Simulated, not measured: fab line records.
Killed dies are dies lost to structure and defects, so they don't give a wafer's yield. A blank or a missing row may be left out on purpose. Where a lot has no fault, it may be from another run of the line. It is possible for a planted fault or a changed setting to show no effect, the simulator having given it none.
Which tool did it? || flow n5 finfet || route of 1938 steps, sampled at 1 step: 11 lots, 33 wafers

WHAT EACH GAUGE READ, for each wafer
N5_BEOL_M10_INSPECT_13: inspects for defects (brightfield).
{"lot": "L693", "measured": "day 11 01:35", "on": "defect inspect-01", "raw defect count": "397 324 531"}
{"lot": "L692", "measured": "day 11 01:44", "on": "defect inspect-02", "raw defect count": "404 338 239"}
{"lot": "L694", "measured": "day 11 07:07", "on": "defect inspect-02", "raw defect count": "497 306 526"}
{"lot": "L695", "measured": "day 12 09:16", "on": "defect inspect-02", "raw defect count": "424 495 481"}
{"lot": "L701", "measured": "day 14 10:35", "on": "defect inspect-01", "raw defect count": "387 352 280"}
{"lot": "L702", "measured": "day 15 07:19", "on": "defect inspect-01", "raw defect count": "290 443 333"}
{"lot": "L709", "measured": "day 16 12:37", "on": "defect inspect-01", "raw defect count": "313 427 407"}
{"lot": "L712", "measured": "day 16 15:26", "on": "defect inspect-01", "raw defect count": "378 582 432"}
{"lot": "L713", "measured": "day 17 01:02", "on": "defect inspect-02", "raw defect count": "487 390 378"}
{"lot": "L714", "measured": "day 17 01:41", "on": "defect inspect-02", "raw defect count": "439 532 420"}
{"lot": "L715", "measured": "day 18 05:49", "on": "defect inspect-01", "raw defect count": "415 488 513"}

EACH LOT AND THE TOOL THAT RAN IT (in order: tool; ch and the chambers of the sampled wafers; start)
There is no process step in the record ahead of these readings.

THE ANSWER, worked out from the rows above alone
Rule: what is usual is taken from the lots themselves. Put in order of their means at a reading, lots are off if they are a third of the lots or fewer, leave a main group of 4 or more, and stand apart from it by a gap of 3 or more times the standard deviation of the main group's means; of several such gaps the widest counts. A main group whose means are all the same, to the digits that the tables above print for the reading, isn't used. A lot without any number at a reading at which 4 lots or more have one is off too. Where the step has rows for the other lots, those lots are counted as sound.
None of the lots is off at any reading shown; this tells nothing.

WHAT THE SIMULATOR HAD PUT IN
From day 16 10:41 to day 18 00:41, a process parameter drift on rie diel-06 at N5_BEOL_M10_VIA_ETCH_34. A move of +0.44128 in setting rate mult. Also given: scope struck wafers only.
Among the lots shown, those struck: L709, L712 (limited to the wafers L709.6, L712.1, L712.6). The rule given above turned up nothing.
